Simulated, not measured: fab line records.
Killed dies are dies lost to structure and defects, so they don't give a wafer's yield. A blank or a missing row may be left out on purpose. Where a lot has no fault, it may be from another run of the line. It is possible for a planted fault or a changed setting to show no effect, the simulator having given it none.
Comparing a struck lot with a sound one | flow nand harc | 18 out of 1159 route steps
Sound: these wafers, L114.1, L114.4, L114.6. Struck: wafers L115.1, L115.4, L115.6. Last of all comes the cause.
Each step with rows lists, per side, the tool, then ch with its chambers, then its first start. Under that, the readings that differ: sound wafers | struck wafers | difference of the means | sigmas: that difference in standard deviations of wafers without a fault.
alike: same words and numbers on both sides, and readings whose means sit less than 2 such deviations apart. not compared: any withheld reading, any reading some wafer has no value for, any bound like >300 that may hide the same value, and any number with overlapping values for which the record gives no deviation.
Wherever a step has rows on one side only, a row that says differs or no value, or a row with sigmas, the two part there. Numbers that don't overlap but have no deviation are shown without sigmas and don't part them. A reading that every wafer of one side lacks parts them only if that side has two wafers or more.

NHARC_P_GATE_CD_MEAS_46: the cd target is 720 nm.
  sound on cd sem-02 ch 0, day 6 01:07; struck on cd sem-01 ch 0, day 6 02:37
  alike: cd nm
then, 1 step without rows for these wafers: NHARC_P_GATE_HARDBAKE_47 (time 80 s).
NHARC_P_GATE_DESCUM_48: chemistry O2, time 3 s.
  sound on rie diel-07 ch 0,3, day 6 01:17; struck on rie diel-07 ch 0,3, day 6 02:46
  alike: drypump motor current A, mfc ar sccm, oes product au, rf vpp V, showerhead plenum p Torr, throttle valve pct
  not compared: rf hours counter h
then, 1 step without rows for these wafers: NHARC_P_GATE_IMPLANT_49.
NHARC_P_GATE_STRIP_111: strips in N2/H2, time 250 s.
  sound on plasma asher-02 ch 0,1, day 6 01:44; struck on plasma asher-01 ch 0,1, day 6 03:08
  alike: drypump motor current A, heater power w
  not compared: rf hours counter h
NHARC_P_GATE_STRIP_75: strips in O2.
  sound on plasma asher-02 ch 0,1, day 6 02:02; struck on plasma asher-01 ch 0,1, day 6 03:26
  alike: drypump motor current A, heater power w
  not compared: rf hours counter h
then, 6 steps without rows for these wafers: NHARC_P_GATE_STRIP_50 (strips in SPM, time 900 s); NHARC_P_GATE_DEHYDRATE_51 (time 120 s); NHARC_P_GATE_HMDS_52 (time 30 s); NHARC_P_GATE_COAT_53; NHARC_P_GATE_SOFTBAKE_54 (time 95 s); NHARC_P_GATE_EBR_55.
NHARC_P_GATE_EXPOSE_56: exposes mask P PSD, target cd 720 nm.
  sound on krf scanner-03 ch 0, day 6 02:41; struck on krf scanner-03 ch 0, day 6 04:05
  alike: mask
then, 2 steps without rows for these wafers: NHARC_P_GATE_PEB_57 (peb time 85 s); NHARC_P_GATE_DEVELOP_58 (time 70 s).
NHARC_P_GATE_CD_MEAS_59: the cd target is 720 nm.
  sound on cd sem-01 ch 0, day 6 02:50; struck on cd sem-01 ch 0, day 6 04:14
  reading    | sound             | struck            | difference | sigmas
  cd nm (nm) | 720.8 721.4 723.4 | 783.4 806.2 786.6 | +70.2      | +37
then, 1 step without rows for these wafers: NHARC_P_GATE_HARDBAKE_60 (time 80 s).
-- record jumps: 14 days between struck wafers' starts before vs after; left off in module P_GATE, resumes in module END, first step shown is number 1159 of the route --
NHARC_END_SORT_01:
  the record has rows for the struck wafers here (prober-01 ch 0, day 20 07:35) and none for the sound ones

== WHERE THEY PART ==
First at NHARC_P_GATE_CD_MEAS_59; last, within this record, at NHARC_END_SORT_01.

WHY: what the simulator had put in
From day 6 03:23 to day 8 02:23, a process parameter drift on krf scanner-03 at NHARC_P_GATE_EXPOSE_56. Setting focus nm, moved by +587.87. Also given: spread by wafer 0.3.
